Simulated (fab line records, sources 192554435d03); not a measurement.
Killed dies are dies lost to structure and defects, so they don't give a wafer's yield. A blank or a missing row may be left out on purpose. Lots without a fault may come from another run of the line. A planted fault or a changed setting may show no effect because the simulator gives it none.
Chamber matching | flow n5_finfet | N5_BEOL_M3_ILD_DEP_00 on pecvd-01: 3 sister chambers
The step deposits SiOC from DEMS/O2, target thk 79 nm, time 15.3 s. 5 wafers are shown with their chamber, then 7 later ones without.

WAFERS WITH THEIR CHAMBER
wafer  | chamber | throttle_valve_pct (%) | showerhead_plenum_p_Torr (Torr)
L086.6 | 1       | 11.5                   | 5.687
L087.3 | 1       | 11.2                   | 5.690
L087.5 | 0       | 12.5                   | 5.723
L089.1 | 2       | 10.3                   | 5.686
L089.2 | 0       | 12.5                   | 5.705

WAFERS WITHOUT THEIR CHAMBER
wafer  | throttle_valve_pct (%) | showerhead_plenum_p_Torr (Torr)
L089.5 | 11.4                   | 5.694
L091.1 | 11.1                   | 5.698
L091.2 | 12.6                   | 5.702
L091.5 | 10.3                   | 5.708
L095.2 | 11.4                   | 5.677
L095.3 | 10.1                   | 5.689
L095.4 | 11.5                   | 5.684

WHICH CHAMBER EACH WENT THROUGH
wafer  | from the rows above | in truth
L089.5 | 1                   | 1
L091.1 | 1                   | 1
L091.2 | 0                   | 0
L091.5 | 2                   | 2
L095.2 | 1                   | 1
L095.3 | 2                   | 2
L095.4 | 1                   | 1
Placed correctly: 7 of 7. Can't be placed from these rows: 0. Placed wrongly: 0.
How it was worked out, from the rows above alone: a wafer's distance from a chamber is the root of the sum, over the readings, of the square of ((its reading less the chamber's mean) divided by the reading's scatter). The wafer belongs to the nearest chamber; if the next one is less than 2 further off, it can't be placed. A chamber's mean is the mean of its shown wafers. The scatter: the root of (the sum of the squares of (reading less its chamber's mean) over the shown wafers, divided by (wafers less chambers)).
